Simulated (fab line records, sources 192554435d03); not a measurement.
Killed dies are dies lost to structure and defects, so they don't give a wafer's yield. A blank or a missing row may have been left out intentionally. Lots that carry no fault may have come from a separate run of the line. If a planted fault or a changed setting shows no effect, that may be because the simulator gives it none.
What tool caused it? || flow n5 finfet || 22 wafers from 8 lots sampled at 7 of the route's 1938 steps

## WHAT EACH GAUGE READ, for each wafer
N5_SD_EPI_N_EPI_MEAS_23.
{"lot": "L831", "measured": "day 3 10:29", "on": "film metro-01", "thk nm (nm)": "60.6 57.3 60.9"}
{"lot": "L836", "measured": "day 4 21:51", "on": "film metro-01", "thk nm (nm)": "78.5 60.4"}
{"lot": "L839", "measured": "day 5 09:52", "on": "film metro-02", "thk nm (nm)": "75.0 58.6 57.9"}
{"lot": "L841", "measured": "day 6 02:07", "on": "film metro-02", "thk nm (nm)": "77.4 59.3"}
{"lot": "L842", "measured": "day 6 03:37", "on": "film metro-01", "thk nm (nm)": "59.1 58.9 59.0"}
{"lot": "L851", "measured": "day 8 09:47", "on": "film metro-01", "thk nm (nm)": "59.8 59.9 59.3"}
{"lot": "L852", "measured": "day 8 15:35", "on": "film metro-02", "thk nm (nm)": "57.3 59.1 60.6"}
{"lot": "L853", "measured": "day 8 23:08", "on": "film metro-02", "thk nm (nm)": "59.2 57.6 61.2"}

N5_SD_ACTIVATION_RS_MEAS_03: measurement is done with a four-point probe.
{"lot": "L831", "measured": "day 3 16:01", "on": "film metro-01", "RS_SD_N (ohm/sq)": "21.63 21.63 21.85", "RS_SD_P (ohm/sq)": "56.4 57.6 57.6"}
{"lot": "L836", "measured": "day 5 04:02", "on": "film metro-02", "RS_SD_N (ohm/sq)": "16.86 22.11", "RS_SD_P (ohm/sq)": "57.1 57.1"}
{"lot": "L839", "measured": "day 5 15:07", "on": "film metro-01", "RS_SD_N (ohm/sq)": "17.21 22.22 22.34", "RS_SD_P (ohm/sq)": "56.7 56.6 56.2"}
{"lot": "L841", "measured": "day 6 07:38", "on": "film metro-01", "RS_SD_N (ohm/sq)": "16.83 21.91", "RS_SD_P (ohm/sq)": "54.3 54.8"}
{"lot": "L842", "measured": "day 6 08:56", "on": "film metro-02", "RS_SD_N (ohm/sq)": "22.41 22.32 22.28", "RS_SD_P (ohm/sq)": "54.5 55.1 54.4"}
{"lot": "L851", "measured": "day 8 15:05", "on": "film metro-02", "RS_SD_N (ohm/sq)": "21.92 21.98 21.85", "RS_SD_P (ohm/sq)": "56.2 57.1 56.0"}
{"lot": "L852", "measured": "day 8 20:40", "on": "film metro-02", "RS_SD_N (ohm/sq)": "22.01 21.63 21.78", "RS_SD_P (ohm/sq)": "55.3 56.0 55.6"}
{"lot": "L853", "measured": "day 9 05:19", "on": "film metro-01", "RS_SD_N (ohm/sq)": "21.49 22.11 21.90", "RS_SD_P (ohm/sq)": "57.2 57.4 57.3"}

N5_BEOL_M4_RC_MEAS_101.
{"lot": "L831", "measured": "day 8 03:09", "on": "prober-01", "DIBL_N (mV/V)": "37.2 38.6 37.5", "DIBL_P (mV/V)": "36.9 38.1 36.5", "IOFF_N (nA/um)": "0.157 0.177 0.162", "IOFF_P (nA/um)": "0.24 0.26 0.23", "ION_N (uA/um)": "676 668 657", "ION_P (uA/um)": "464 462 459", "RS_SD_N (ohm/sq)": "28.3 28.4 28.1", "SS_N (mV/dec)": "71.4 71.9 71.5", "SS_P (mV/dec)": "73.3 73.2 73.3", "VT_N (mV)": "248.2 253.6 249.9", "VT_P (mV)": "-248 -247 -248"}
{"lot": "L836", "measured": "day 10 03:44", "on": "prober-02", "DIBL_N (mV/V)": "35.8 37.2", "DIBL_P (mV/V)": "34.9 35.7", "IOFF_N (nA/um)": "0.151 0.163", "IOFF_P (nA/um)": "0.19 0.20", "ION_N (uA/um)": "679 664", "ION_P (uA/um)": "461 451", "RS_SD_N (ohm/sq)": "22.1 28.9", "SS_N (mV/dec)": "71.3 71.9", "SS_P (mV/dec)": "73.1 73.2", "VT_N (mV)": "251.0 250.3", "VT_P (mV)": "-252 -251"}
{"lot": "L839", "measured": "day 11 06:26", "on": "prober-01", "DIBL_N (mV/V)": "37.0 35.9 34.3", "DIBL_P (mV/V)": "36.8 35.9 34.1", "IOFF_N (nA/um)": "0.157 0.133 0.112", "IOFF_P (nA/um)": "0.19 0.18 0.16", "ION_N (uA/um)": "669 659 663", "ION_P (uA/um)": "449 456 458", "RS_SD_N (ohm/sq)": "22.1 28.6 28.9", "SS_N (mV/dec)": "71.8 71.8 71.4", "SS_P (mV/dec)": "73.2 73.1 72.6", "VT_N (mV)": "252.1 252.5 255.3", "VT_P (mV)": "-255 -252 -252"}
{"lot": "L841", "measured": "day 11 22:44", "on": "prober-01", "DIBL_N (mV/V)": "38.0 37.0", "DIBL_P (mV/V)": "35.9 35.4", "IOFF_N (nA/um)": "0.164 0.153", "IOFF_P (nA/um)": "0.21 0.20", "ION_N (uA/um)": "675 677", "ION_P (uA/um)": "460 460", "RS_SD_N (ohm/sq)": "21.9 28.3", "SS_N (mV/dec)": "72.0 70.9", "SS_P (mV/dec)": "73.3 72.7", "VT_N (mV)": "249.9 248.7", "VT_P (mV)": "-250 -251"}
{"lot": "L842", "measured": "day 11 12:22", "on": "prober-02", "DIBL_N (mV/V)": "36.7 34.8 37.6", "DIBL_P (mV/V)": "36.6 34.5 37.8", "IOFF_N (nA/um)": "0.148 0.118 0.172", "IOFF_P (nA/um)": "0.18 0.16 0.20", "ION_N (uA/um)": "672 642 685", "ION_P (uA/um)": "453 444 465", "RS_SD_N (ohm/sq)": "29.1 29.3 28.8", "SS_N (mV/dec)": "72.1 71.1 71.5", "SS_P (mV/dec)": "73.4 72.6 74.0", "VT_N (mV)": "252.0 254.9 248.0", "VT_P (mV)": "-254 -255 -252"}
{"lot": "L851", "measured": "day 13 09:31", "on": "prober-02", "DIBL_N (mV/V)": "36.4 37.1 34.9", "DIBL_P (mV/V)": "36.2 37.2 35.0", "IOFF_N (nA/um)": "0.147 0.164 0.129", "IOFF_P (nA/um)": "0.24 0.26 0.23", "ION_N (uA/um)": "668 676 668", "ION_P (uA/um)": "468 473 471", "RS_SD_N (ohm/sq)": "28.5 28.6 28.3", "SS_N (mV/dec)": "71.5 72.2 71.3", "SS_P (mV/dec)": "73.6 72.9 73.0", "VT_N (mV)": "252.1 247.9 251.7", "VT_P (mV)": "-247 -245 -245"}
{"lot": "L852", "measured": "day 13 12:50", "on": "prober-01", "DIBL_N (mV/V)": "35.1 36.8 36.6", "DIBL_P (mV/V)": "33.8 36.1 35.9", "IOFF_N (nA/um)": "0.138 0.174 0.166", "IOFF_P (nA/um)": "0.20 0.25 0.23", "ION_N (uA/um)": "674 677 688", "ION_P (uA/um)": "470 461 474", "RS_SD_N (ohm/sq)": "28.7 28.3 28.3", "SS_N (mV/dec)": "71.1 72.0 71.8", "SS_P (mV/dec)": "72.7 73.0 73.3", "VT_N (mV)": "249.0 248.0 248.0", "VT_P (mV)": "-247 -247 -248"}
{"lot": "L853", "measured": "day 14 10:36", "on": "prober-02", "DIBL_N (mV/V)": "36.9 37.7 37.4", "DIBL_P (mV/V)": "35.3 36.1 35.3", "IOFF_N (nA/um)": "0.148 0.170 0.148", "IOFF_P (nA/um)": "0.20 0.21 0.19", "ION_N (uA/um)": "680 679 672", "ION_P (uA/um)": "458 459 461", "RS_SD_N (ohm/sq)": "27.7 28.1 28.4", "SS_N (mV/dec)": "70.7 72.0 71.9", "SS_P (mV/dec)": "72.9 73.4 72.2", "VT_N (mV)": "251.6 249.5 249.1", "VT_P (mV)": "-250 -251 -251"}

## EACH LOT AND THE TOOL THAT RAN IT (in order: tool; ch and the chambers of the sampled wafers; start)
{"lot": "L831", "N5_SPACER0_ALD_08": "ald sin-01 ch 0,1, day 3 06:28", "N5_SD_EPI_N_ETCH_34": "rie diel-01 ch 0,2, day 3 07:08", "N5_SD_EPI_N_ETCHBACK_44": "rie diel-01 ch 0,2, day 3 07:31", "N5_SD_EPI_N_EPI_21": "epi rpcvd-03 ch 0, day 3 09:04"}
{"lot": "L836", "N5_SPACER0_ALD_08": "ald sin-01 ch 0,2, day 4 17:56", "N5_SD_EPI_N_ETCH_34": "rie diel-06 ch 1,2, day 4 18:29", "N5_SD_EPI_N_ETCHBACK_44": "rie diel-06 ch 1,2, day 4 18:52", "N5_SD_EPI_N_EPI_21": "epi rpcvd-03 ch 0, day 4 20:08"}
{"lot": "L839", "N5_SPACER0_ALD_08": "ald sin-04 ch 0,1, day 5 05:56", "N5_SD_EPI_N_ETCH_34": "rie diel-01 ch 0,2,3, day 5 06:29", "N5_SD_EPI_N_ETCHBACK_44": "rie diel-01 ch 0,2,3, day 5 06:52", "N5_SD_EPI_N_EPI_21": "epi rpcvd-03 ch 0, day 5 08:24"}
{"lot": "L841", "N5_SPACER0_ALD_08": "ald sin-02 ch 2,3, day 5 21:50", "N5_SD_EPI_N_ETCH_34": "rie diel-01 ch 1,3, day 5 22:31", "N5_SD_EPI_N_ETCHBACK_44": "rie diel-01 ch 1,3, day 5 22:54", "N5_SD_EPI_N_EPI_21": "epi rpcvd-03 ch 0, day 6 00:41"}
{"lot": "L842", "N5_SPACER0_ALD_08": "ald sin-02 ch 2,3, day 5 23:31", "N5_SD_EPI_N_ETCH_34": "rie diel-02 ch 0,1,3, day 6 00:11", "N5_SD_EPI_N_ETCHBACK_44": "rie diel-02 ch 0,1,3, day 6 00:34", "N5_SD_EPI_N_EPI_21": "epi rpcvd-02 ch 0, day 6 02:44"}
{"lot": "L851", "N5_SPACER0_ALD_08": "ald sin-04 ch 0,3, day 8 05:45", "N5_SD_EPI_N_ETCH_34": "rie diel-01 ch 1,2, day 8 06:26", "N5_SD_EPI_N_ETCHBACK_44": "rie diel-01 ch 1,2, day 8 06:49", "N5_SD_EPI_N_EPI_21": "epi rpcvd-03 ch 0, day 8 08:21"}
{"lot": "L852", "N5_SPACER0_ALD_08": "ald sin-04 ch 0,1,2, day 8 10:54", "N5_SD_EPI_N_ETCH_34": "rie diel-02 ch 1,3, day 8 11:53", "N5_SD_EPI_N_ETCHBACK_44": "rie diel-02 ch 1,3, day 8 12:28", "N5_SD_EPI_N_EPI_21": "epi rpcvd-03 ch 0, day 8 13:51"}
{"lot": "L853", "N5_SPACER0_ALD_08": "ald sin-02 ch 1,2, day 8 19:12", "N5_SD_EPI_N_ETCH_34": "rie diel-01 ch 0,1,2, day 8 19:45", "N5_SD_EPI_N_ETCHBACK_44": "rie diel-01 ch 0,1,2, day 8 20:08", "N5_SD_EPI_N_EPI_21": "epi rpcvd-03 ch 0, day 8 21:24"}
- N5_SPACER0_ALD_08: deposits SiNx, target thk 2 nm.
- N5_SD_EPI_N_ETCH_34: etches SiARC in CF4, target depth 45.5 nm, time 75.8 s.
- N5_SD_EPI_N_ETCHBACK_44: etches SiNx in CH3F/O2, stops on SiO2, target depth 14.5 nm.
- N5_SD_EPI_N_EPI_21: deposits Si:P, time 690 s.

## WHAT THE TOOLS THEMSELVES READ (means of the sampled wafers that have a number; where no wafer has one, the mark that the record gives instead)
N5_SPACER0_ALD_08.
{"lot": "L831", "tool": "ald sin-01", "heater power outer w (W)": 495, "heater power w (W)": 784}
{"lot": "L836", "tool": "ald sin-01", "heater power outer w (W)": 447, "heater power w (W)": 706}
{"lot": "L839", "tool": "ald sin-04", "heater power outer w (W)": 626, "heater power w (W)": 977}
{"lot": "L841", "tool": "ald sin-02", "heater power outer w (W)": 550, "heater power w (W)": 884}
{"lot": "L842", "tool": "ald sin-02", "heater power outer w (W)": 538, "heater power w (W)": 870}
{"lot": "L851", "tool": "ald sin-04", "heater power outer w (W)": 615, "heater power w (W)": 1000}
{"lot": "L852", "tool": "ald sin-04", "heater power outer w (W)": 583, "heater power w (W)": 977}
{"lot": "L853", "tool": "ald sin-02", "heater power outer w (W)": 528, "heater power w (W)": 894}

N5_SD_EPI_N_ETCH_34.
{"lot": "L831", "tool": "rie diel-01", "bias w (W)": 36.00, "drypump motor current A (A)": 5.0, "etch rf on time s (s)": 76.1, "oes product au (a.u.)": 0.63, "rf vpp V (V)": 182.8, "showerhead plenum p Torr (Torr)": 2.02, "throttle valve pct (%)": 15.66}
{"lot": "L836", "tool": "rie diel-06", "bias w (W)": 36.00, "drypump motor current A (A)": 6.1, "etch rf on time s (s)": 76.7, "oes product au (a.u.)": 0.60, "rf vpp V (V)": 182.7, "showerhead plenum p Torr (Torr)": 2.08, "throttle valve pct (%)": 15.91}
{"lot": "L839", "tool": "rie diel-01", "bias w (W)": 35.95, "drypump motor current A (A)": 5.2, "etch rf on time s (s)": 76.6, "oes product au (a.u.)": 0.61, "rf vpp V (V)": 182.8, "showerhead plenum p Torr (Torr)": 2.08, "throttle valve pct (%)": 15.80}
{"lot": "L841", "tool": "rie diel-01", "bias w (W)": 36.00, "drypump motor current A (A)": 5.4, "etch rf on time s (s)": 77.6, "oes product au (a.u.)": 0.62, "rf vpp V (V)": 184.0, "showerhead plenum p Torr (Torr)": 2.13, "throttle valve pct (%)": 15.84}
{"lot": "L842", "tool": "rie diel-02", "bias w (W)": 35.99, "drypump motor current A (A)": 5.7, "etch rf on time s (s)": 75.3, "oes product au (a.u.)": 0.69, "rf vpp V (V)": 185.0, "showerhead plenum p Torr (Torr)": 2.21, "throttle valve pct (%)": 15.67}
{"lot": "L851", "tool": "rie diel-01", "bias w (W)": 36.12, "drypump motor current A (A)": 5.2, "etch rf on time s (s)": 76.1, "oes product au (a.u.)": 0.66, "rf vpp V (V)": 182.6, "showerhead plenum p Torr (Torr)": 2.04, "throttle valve pct (%)": 15.80}
{"lot": "L852", "tool": "rie diel-02", "bias w (W)": 36.07, "drypump motor current A (A)": 5.5, "etch rf on time s (s)": 74.9, "oes product au (a.u.)": 0.67, "rf vpp V (V)": 184.9, "showerhead plenum p Torr (Torr)": 2.21, "throttle valve pct (%)": 15.72}
{"lot": "L853", "tool": "rie diel-01", "bias w (W)": 36.07, "drypump motor current A (A)": 5.1, "etch rf on time s (s)": 76.5, "oes product au (a.u.)": 0.62, "rf vpp V (V)": 183.0, "showerhead plenum p Torr (Torr)": 2.03, "throttle valve pct (%)": 15.79}

N5_SD_EPI_N_ETCHBACK_44.
{"lot": "L831", "tool": "rie diel-01", "bias w (W)": 73.24, "drypump motor current A (A)": 5.0, "oes product au (a.u.)": 0.64, "rf vpp V (V)": 295.2, "showerhead plenum p Torr (Torr)": 1.88, "throttle valve pct (%)": 16.38}
{"lot": "L836", "tool": "rie diel-06", "bias w (W)": 73.09, "drypump motor current A (A)": 6.1, "oes product au (a.u.)": 0.61, "rf vpp V (V)": 295.7, "showerhead plenum p Torr (Torr)": 1.94, "throttle valve pct (%)": 16.66}
{"lot": "L839", "tool": "rie diel-01", "bias w (W)": 72.96, "drypump motor current A (A)": 5.2, "oes product au (a.u.)": 0.61, "rf vpp V (V)": 296.5, "showerhead plenum p Torr (Torr)": 1.94, "throttle valve pct (%)": 16.52}
{"lot": "L841", "tool": "rie diel-01", "bias w (W)": 72.75, "drypump motor current A (A)": 5.4, "oes product au (a.u.)": 0.63, "rf vpp V (V)": 296.1, "showerhead plenum p Torr (Torr)": 2.00, "throttle valve pct (%)": 16.59}
{"lot": "L842", "tool": "rie diel-02", "bias w (W)": 73.03, "drypump motor current A (A)": 5.7, "oes product au (a.u.)": 0.68, "rf vpp V (V)": 297.8, "showerhead plenum p Torr (Torr)": 2.07, "throttle valve pct (%)": 16.41}
{"lot": "L851", "tool": "rie diel-01", "bias w (W)": 73.00, "drypump motor current A (A)": 5.2, "oes product au (a.u.)": 0.66, "rf vpp V (V)": 294.1, "showerhead plenum p Torr (Torr)": 1.90, "throttle valve pct (%)": 16.53}
{"lot": "L852", "tool": "rie diel-02", "bias w (W)": 73.13, "drypump motor current A (A)": 5.5, "oes product au (a.u.)": 0.67, "rf vpp V (V)": 297.5, "showerhead plenum p Torr (Torr)": 2.06, "throttle valve pct (%)": 16.44}
{"lot": "L853", "tool": "rie diel-01", "bias w (W)": 72.78, "drypump motor current A (A)": 5.1, "oes product au (a.u.)": 0.63, "rf vpp V (V)": 294.8, "showerhead plenum p Torr (Torr)": 1.88, "throttle valve pct (%)": 16.52}

## THE ANSWER, worked out from the rows above alone
Rule: usual is defined by the lots themselves. The widest of any qualifying gaps counts: lots, ordered by their means at a reading, are off when they make up no more than a third of the lots, leave a main group of 4 or more, and stand apart from it by 3 or more times the standard deviation of that group's means. Not used: any main group whose means are identical at the precision the tables above print for the reading. A lot without any number at a reading at which 4 lots or more have one is off too. Where the step has rows for the other lots, those lots are counted as sound. Order of review: gauges by route order, followed by the tools' own readings, for which a lot's mean as printed above is used. At the first step where some lot is off, the reading lying furthest off is the one used; lots without a number count as furthest.
Nothing can be told from this: no lot is off at any reading shown.

## WHAT THE SIMULATOR HAD INSERTED
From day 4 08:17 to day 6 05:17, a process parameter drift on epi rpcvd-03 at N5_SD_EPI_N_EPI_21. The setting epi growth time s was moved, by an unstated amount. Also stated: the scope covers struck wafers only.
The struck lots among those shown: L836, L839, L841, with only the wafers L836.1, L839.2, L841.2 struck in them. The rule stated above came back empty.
